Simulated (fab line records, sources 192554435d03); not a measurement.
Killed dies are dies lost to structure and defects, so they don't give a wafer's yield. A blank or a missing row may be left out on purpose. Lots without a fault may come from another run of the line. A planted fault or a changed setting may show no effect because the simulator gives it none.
fab line records | flow n5_finfet
record lots=4 wafers=10 last_day=17
route steps=1938 shown PMOS_HMC_CHANNEL_EPI@58 FIN_SAQP@90 BEOL_M4@1111 PASSIVATION@1936
lots that met no fault: from a run of the same line without faults
start_h: hours from the record's first day to the start of the lot's first wafer shown | wait_h: hours since the lot's step before | " the same as in the row above | L1.1+2: a row that stands for several wafers | - no value, or no start given | * or withheld: withheld | < > ~ a bound
route shown NAME@n: a module of which the file shows steps, and the number in the route of the first | usual: mean/standard deviation of fault-free wafers | same: alike in all rows | chamber/n: place in a boat | sites: the reading at each site | _std_site: their standard deviation | _edge_site: outer sites' mean less inner sites' | radius_mm: how far each site lies from the wafer's centre | mask NAME#n: copy n | behind: the tool/chamber that last shaped the wafer | hold: why the lot was held/for how many hours/how that ended | device: the transistor (n, p or np) that didn't switch | end of line: the same wafers' tests at the end of the route | a step without rows: its recipe alone | killed: dies lost to structure and defects at the first sort, not the wafer's yield | map: a wafer's dies, x killed, . not, _ none there
set.NAME: the setting as run; set.NAME@STEP: as run at that earlier step | model.NAME: the simulator's own value behind a step, which no gauge read
lots at some steps of the route; a table a step, a row a wafer
services: from which hour (start_h, from the record's first day; less than 0 if before it) a tool's chamber was out of use, for how many hours, and why
## steps
# step N5_PMOS_HMC_CHANNEL_EPI_COAT_31
# recipe resist=BARC temp_c=205 time_s=60 spin_rpm=1500 resist_thk_nm=66
# step N5_PMOS_HMC_CHANNEL_EPI_COAT_03
# recipe resist=CAR-ArF-block spin_rpm=1500 resist_thk_nm=205
# step N5_PMOS_HMC_CHANNEL_EPI_EBR_05
# recipe solvent=PGMEA ebr_width_mm=1.5
# step N5_PMOS_HMC_CHANNEL_EPI_SOFTBAKE_04
# recipe temp_c=110 time_s=60 resist=CAR-ArF-block
# step N5_PMOS_HMC_CHANNEL_EPI_EXPOSE_06
# recipe mask_id=PMOS_HMC_BLK na=1.35 source_shape=conventional sigma_outer=0.8 polarization=unpolarized target_cd_nm=240 dose_mj=41
# step N5_PMOS_HMC_CHANNEL_EPI_PEB_07
# recipe peb_temp_c=110 peb_time_s=60 resist=CAR-ArF-block
# step N5_PMOS_HMC_CHANNEL_EPI_DEVELOP_08
# recipe develop_time_s=30 developer=TMAH resist=CAR-ArF-block dev_temp_c=23 rinse_liquid=diw dry=air_spin
# step N5_PMOS_HMC_CHANNEL_EPI_DESCUM_14
# recipe chemistry=O2 time_s=7.9 source_power_w=50 bias_power_w=20 pressure_mtorr=20 rf_frequency_hz=2.712e+07 temp_c=40 resist=CAR-ArF-block o2_flow_sccm=225
# step N5_PMOS_HMC_CHANNEL_EPI_ETCH_32
# recipe chemistry=N2/H2 target=BARC stop_on=SiO2 target_depth_a=858 over_etch_frac=0.3 time_s=50.3 ion_energy_ev=200 mask_material=CAR-ArF-block pressure_mtorr=30 source_w=840 bias_w=150 n2_flow_sccm=200 h2_flow_sccm=200
# step N5_PMOS_HMC_CHANNEL_EPI_HM_OPEN_15
# recipe chemistry=CHF3/O2 target=SiO2 mask_material=CAR-ArF-block target_depth_a=406 CHF3_flow_sccm=50 O2_flow_sccm=5 Ar_flow_sccm=200 time_s=20.3 pressure_mtorr=30 source_w=650 bias_w=170 ion_energy_ev=200
# usual drypump_motor_current_A=5.8/0.54 oes_product_au=0.75/0.074 rf_vpp_V=523/14 showerhead_plenum_p_Torr=2.41/0.08 throttle_valve_pct=18.96/0.2
# same time_s=20.3
# columns lot.wafer tool chamber start_h wait_h drypump_motor_current_A oes_product_au rf_hours_counter_h rf_vpp_V showerhead_plenum_p_Torr throttle_valve_pct model.CAR-ArF-block_of_PMOS_HMC_CHANNEL_EPI_COAT_03.thk_nm model.etch.depth_nm
L224.1 rie_diel-04 0 17.81 0.0 5.4 0.70 194 550 2.48 19.25 92.95 40.37
L224.4 " 1 " " 5.4 0.71 - 523 2.50 18.75 93.66 39.96
L224.5 " 0 " " 5.4 0.70 - 550 2.48 19.24 92.41 40.47
L231.1 rie_diel-04 3 59.60 0.0 5.5 0.63 225 499 2.29 18.74 101.3 33.4
L231.2 " 0 " " 5.4 0.62 209 548 2.47 19.25 101.4 33.55
L237.1 rie_diel-04 2 95.89 0.0 5.7 0.63 209 527 2.50 18.93 97.85 33.2
L237.2 " 1 " " 5.3 0.62 217 524 2.49 18.79 98.64 33.25
L246.1 rie_diel-04 1 149.77 0.0 5.4 0.68 234 524 2.48 18.81 94.72 39.47
L246.5 " 0 " " 5.4 0.67 - 551 2.46 19.30 92.2 40.36
L246.6 " 2 " " 5.7 0.69 - 526 2.50 18.98 92.01 39.96
# step N5_PMOS_HMC_CHANNEL_EPI_STRIP_33
# recipe chemistry=N2/H2 power_w=500 temp_c=40 pressure_mtorr=50 rf_frequency_hz=6e+07 overash_fraction=0.3 bias_power_w=8 h2_frac=0.5 n2_flow_sccm=300 h2_flow_sccm=300
# step N5_PMOS_HMC_CHANNEL_EPI_STRIP_17
# recipe chemistry=SPM time_s=750 temp_c=130 h2so4_h2o2_vol_ratio=4 dry=ipa_marangoni
# step N5_PMOS_HMC_CHANNEL_EPI_ETCH_38
# recipe chemistry=CF4 target=SiO2 target_depth_a=15 ion_energy_ev=350 pressure_mtorr=10 icp_w=800 bias_w=400 cf4_flow_sccm=80
# step N5_PMOS_HMC_CHANNEL_EPI_FIN_RECESS_16
# recipe chemistry=HBr/Cl2 target=Si mask_material=SiO2 target_depth_a=540 time_s=18 pressure_mtorr=10 icp_w=800 bias_w=75 HBr_flow_sccm=150 Cl2_flow_sccm=80
# step N5_PMOS_HMC_CHANNEL_EPI_PRECLEAN_36
# recipe chemistry=O3/DIW time_s=45 temp_c=22 o3_ppm=10
# step N5_PMOS_HMC_CHANNEL_EPI_PRECLEAN_18
# recipe chemistry=DHF time_s=30 temp_c=25 dilution=withheld
# step N5_PMOS_HMC_CHANNEL_EPI_SRD_19
# recipe dry=ipa_marangoni do_ppb=5 time_s=30 temp_c=23 rinse_liquid=diw
# step N5_PMOS_HMC_CHANNEL_EPI_EPI_20
# recipe material=SiGe30 mask_material=SiO2 pressure_torr=20 target_thk_a=590 temp_c=600
# step N5_PMOS_HMC_CHANNEL_EPI_HM_STRIP_35
# recipe chemistry=dHF temp_c=25 material=SiO2 target=SiO2 target_depth_a=396 time_s=216
# step N5_PMOS_HMC_CHANNEL_EPI_SRD_39
# recipe dry=ipa_marangoni time_s=30 temp_c=23 rinse_liquid=diw
# step N5_PMOS_HMC_CHANNEL_EPI_CMP_21
# recipe material=SiGe30 post_cmp_clean=alkaline_brush target_thk_nm=54
# step N5_PMOS_HMC_CHANNEL_EPI_PRECLEAN_40
# recipe chemistry=DHF time_s=30 temp_c=25 dilution=withheld
# step N5_PMOS_HMC_CHANNEL_EPI_PRECLEAN_37
# recipe chemistry=O3/DIW time_s=45 temp_c=22 o3_ppm=10
# step N5_PMOS_HMC_CHANNEL_EPI_PRECLEAN_24
# recipe chemistry=DHF time_s=30 temp_c=25 dilution=withheld
# step N5_PMOS_HMC_CHANNEL_EPI_SRD_25
# recipe dry=ipa_marangoni do_ppb=5 time_s=30 temp_c=23 rinse_liquid=diw
# step N5_PMOS_HMC_CHANNEL_EPI_EPI_26
# recipe material=Si target_thk_a=38 temp_c=650 precursor=SiH4/H2 pressure_torr=20 time_s=22.7
# step N5_FIN_SAQP_PRECLEAN_42
# recipe chemistry=O3/DIW time_s=60 temp_c=22 o3_ppm=10
# step N5_FIN_SAQP_PRECLEAN_00
# recipe chemistry=SC1 time_s=60 temp_c=55 mix=1:2:50
# step N5_FIN_SAQP_PRECLEAN_44
# recipe chemistry=SC2 time_s=45 temp_c=35 mix=1:1:50
# step N5_FIN_SAQP_SRD_01
# recipe dry=ipa_marangoni time_s=30 temp_c=23 rinse_liquid=diw
# step N5_FIN_SAQP_ALD_61
# recipe material=SiO2 target_thk_a=40 temp_c=300 ald_precursor_family=BDEAS ald_co_reactant=O2-plasma pulse_time_s=1 purge_time_s=2 co_reactant_purge_time_s=2 ald_cycles=43 pressure_torr=2
# step N5_FIN_SAQP_DENSIFY_62
# recipe temp_c=700 time_s=60 ambient=N2 idle_temp_c=600 ramp_up_c_per_s=150 ramp_down_c_per_s=60 cool_to_c=600
# step N5_FIN_SAQP_HM_DEP_03
# recipe material=SiNx target_thk_a=380 temp_c=400 precursor=SiH4/NH3/N2 pressure_torr=1.5 rf_w=300 time_s=33.6
# step N5_FIN_SAQP_PECVD_47
# recipe material=a-Si target_thk_a=450 temp_c=400 precursor=SiH4/He pressure_torr=3 rf_w=100 time_s=36.3
# step N5_FIN_SAQP_PECVD_48
# recipe material=SiNx target_thk_a=250 temp_c=400 precursor=SiH4/NH3/N2 pressure_torr=1.5 rf_w=300 time_s=22.1
# step N5_BEOL_M4_RC_MEAS_101
# usual DIBL_N=36.0/1.7 DIBL_P=36.0/2 IOFF_N=0.156/0.028 IOFF_P=0.21/0.04 ION_N=673/12 ION_P=463/8.3 SS_N=71.4/0.6 SS_P=73.3/0.66 VT_N=250/3 VT_P=-250/3.8
# columns lot.wafer tool chamber start_h wait_h DIBL_N[mV/V] DIBL_P[mV/V] IOFF_N[nA/um] IOFF_P[nA/um] ION_N[uA/um] ION_P[uA/um] SS_N[mV/dec] SS_P[mV/dec] VT_N[mV] VT_P[mV]
L224.1 prober-01 0 165.37 0.0 36.6 36.3 0.169 0.20 665 462 72.6 73.6 248 -251
L224.4 " 0 " " 36.5 36.8 0.171 0.21 666 457 72.2 73.2 250 -249
L224.5 " 0 " " 35.7 35.4 0.155 0.19 682 461 71.5 73.3 250 -250
L231.1 prober-01 0 209.48 0.1 36.7 35.6 0.160 0.20 682 462 72.3 72.7 249 -252
L231.2 " 0 " " 35.6 34.4 0.140 0.19 680 467 72.3 72.9 249 -255
L237.1 prober-01 0 242.92 0.0 37.9 39.8 0.192 0.34 677 482 71.8 74.1 247 -240
L237.2 " 0 " " 39.6 40.8 0.234 0.35 697 481 72.3 74.8 242 -241
L246.1 prober-01 0 298.51 0.0 33.8 32.2 0.107 0.14 638 443 71.5 72.4 257 -259
L246.5 " 0 " " 33.1 31.8 0.107 0.13 661 452 71.0 71.8 255 -258
L246.6 " 0 " " 36.6 36.4 0.147 0.18 663 455 71.3 73.4 253 -255
# step N5_PASSIVATION_PROBE_49
# usual defect_limited_yield=91.6/1.6 killed_at_M0_to_M3=31/10 killed_at_M4_up=14/6.3 killed_at_contacts=12/6.1 killed_at_front_end=39/12 killed_at_other=3.7/2.8 killed_dies=100/19 killed_on_rim=13/4.2 killed_open=66/14 killed_short=33/8.1 sort_bin_5_function=5.0/1.1 sort_bin_6_memory=3.2/0.66 sort_bin_8_speed=0.01/0.077 sort_n_pass=1080/18 sort_yield_pct=91.6/1.6
# same gross_dies=1180 killed_at_back_side=0 sort_bin_4_leakage[%]=0
# columns lot.wafer tool chamber start_h wait_h defect_limited_yield[%] killed_at_M0_to_M3 killed_at_M4_up killed_at_contacts killed_at_front_end killed_at_other killed_dies killed_on_rim killed_open killed_short sort_bin_5_function[%] sort_bin_6_memory[%] sort_bin_8_speed[%] sort_n_pass sort_yield_pct[%]
L231.1 prober-02 - 314.49 0.0 86.0 61 21 9 70 4 165 44 84 45 9.8 4.0 0 1015 86.0
L231.2 prober-02 - 314.54 0.1 88.0 39 13 7 74 9 142 31 63 36 7.7 3.9 0 1038 88.0
L237.1 prober-02 - 347.75 0.0 86.2 24 7 5 124 3 163 46 52 29 10.5 3.1 0 1017 86.2
L237.2 prober-02 - 347.80 0.1 86.9 39 25 2 89 0 155 12 55 28 9.9 3.1 0 1025 86.9
# killed by level:class
L231.1 PMOS_HMC_CHANNEL_EPI:area_open=36 BEOL_M0_SAQP:geometric_particle:short=17 BEOL_M2:geometric_particle:open=16 BEOL_M0_SAQP:geometric_particle:open=12 BEOL_M3:geometric_particle:open=9 FIN_SAQP:geometric_particle:short=8 MOL_CONTACT_COAG:geometric_particle:open=8 DUMMY_GATE:geometric_particle:open=5
L231.2 PMOS_HMC_CHANNEL_EPI:area_open=41 BEOL_M0_SAQP:geometric_particle:short=9 BEOL_M0_SAQP:geometric_particle:open=8 BEOL_M1:geometric_particle:open=7 FIN_SAQP:geometric_particle:open=6 MOL_CONTACT_COAG:geometric_particle:open=6 FIN_SAQP:geometric_particle:short=5 BEOL_M3:geometric_particle:open=5
L237.1 PMOS_HMC_CHANNEL_EPI:area_open=80 FIN_SAQP:geometric_particle:open=13 FIN_SAQP:geometric_particle:short=7 BEOL_M1:geometric_particle:open=6 MOL_CONTACT_COAG:geometric_particle:open=5 GATE_CUT:geometric_particle:open=4 BEOL_M3:geometric_particle:open=4 BEOL_M0_SAQP:geometric_particle:short=3
L237.2 PMOS_HMC_CHANNEL_EPI:area_open=72 BEOL_M4:geometric_particle:open=14 BEOL_M1:geometric_particle:open=10 BEOL_M0_SAQP:geometric_particle:open=8 BEOL_M0_SAQP:geometric_particle:short=7 BEOL_M2:geometric_particle:open=7 BEOL_M4:geometric_particle:short=5 BEOL_M3:geometric_particle:open=4
# map L231.1 (x killed, . not)
_________________........x.xx________________
______________.x.........x......_____________
___________x.................x.....__________
__________x................x......x._________
________.......x....x....x.x.....x...._______
_______.....x.x...x...................x______
______...............x.................x_____
_____....x.x....................x......xx____
____x...x.xx........x............x....x..x___
___xxx..........................x....x...xx__
___.................x.................x.xx.__
__...........x....x........x..........x....._
__.................x........xx.....x....x..x_
_.....x..............x.....x...x.....x.......
_.................x.............x.x.....x.x.x
_....xx........x...x.x.......x.....x........x
_......x.........x.x...x..........xx.....x.xx
_....x..xx..xx......x.xx.....x......x....x.xx
_.x.............x........................x..x
_.........................x.....xx.......x...
_................x..x..............x.......x.
__.................x..............x.x......._
__.xx...........x......x.....x.......x......_
___.................x.........x............__
___...x.....x........xx..x........x........__
____.x.......x..........x.....x.........xx___
_____....x..........x..................x.____
______...............x..x......x...xxxxx_____
_______..x...x.......................xx______
________........xx........x....x...xxx_______
__________.......................xx._________
___________....xx..............x.xx__________
______________.......x.........x_____________
_________________..x.......xx________________
# map L237.1 (x killed, . not)
_________________......x.....________________
______________.......x.....x...x_____________
___________...x...........x........__________
__________.........................._________
________.............................._______
_______x..x................x....x......______
______...x..x..........................._____
_____..............x.x.....x.....x......x____
____..............x.....x............x...x___
___x........................x.......x....x.__
___.x......x...............................__
__.............x...........x...x............_
__...........................x.....x........_
_.......x..x.......x..xx.....................
_.....x.................x...................x
_......x.................................x...
_...............x.........................x.x
_.x....................x..x..................
_x.................x..x...xx...............x.
_........x............x......................
_......x.........x.........x..........x......
__x.......x....x....x.........x............._
__xx..x.xx.xx..xxx..x...x..................._
___..xx..x..x..x...........................__
___x.x...xxx.....x..........x..............__
____xx..x..x.x.x.x......x.......x.........___
_____.xxx................x......x...x....____
______.x....................x..........._____
_______.x.xx.x.......xx......x.xx......______
________.xx.x........x....x.x........._______
__________xxxx..........x...xxx.x..._________
___________xxxx.x......x.xxx...xx.x__________
______________xxx.xxx..xxx..x.x._____________
_________________.xxx.xxxxxxx________________
## services
# columns tool chamber start_h hours kind
rie_diel-04 2 11.39 43.8 repair
rie_diel-04 3 136.00 - clean
rie_diel-04 3 136.00 - consumable_replace:focus_ring
rie_diel-04 3 136.00 - consumable_replace:showerhead
rie_diel-04 3 136.00 14.5 scheduled_down
rie_diel-04 3 136.00 14.5 vent_cycle
rie_diel-04 1 142.41 4.1 repair
## key
first_sign step=N5_PASSIVATION_PROBE_49 reading=sort_bin_5_function direction=up sigmas=4.2 usual=5.0 struck=9.5
effect step=N5_PASSIVATION_PROBE_49 reading=killed_at_front_end direction=up sigmas=4.1 usual=39 struck=89
model_effect step=N5_PMOS_HMC_CHANNEL_EPI_HM_OPEN_15 value=CAR-ArF-block_of_PMOS_HMC_CHANNEL_EPI_COAT_03.thk_nm without=92.98 struck=99.82
more_kills_born_at N5_PMOS_HMC_CHANNEL_EPI_HM_OPEN_15@rie_diel-04=229
met_at N5_PMOS_HMC_CHANNEL_EPI_HM_OPEN_15
struck_wafers L231.1,L231.2,L237.1,L237.2
onset_between 17.81 59.60
fault kind=process_parameter_drift tool=rie_diel-04 chamber=- onset_h=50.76 steps=N5_PMOS_HMC_CHANNEL_EPI_HM_OPEN_15 channel=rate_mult offset=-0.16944 shape=step end_h=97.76 scope=struck_wafers_only
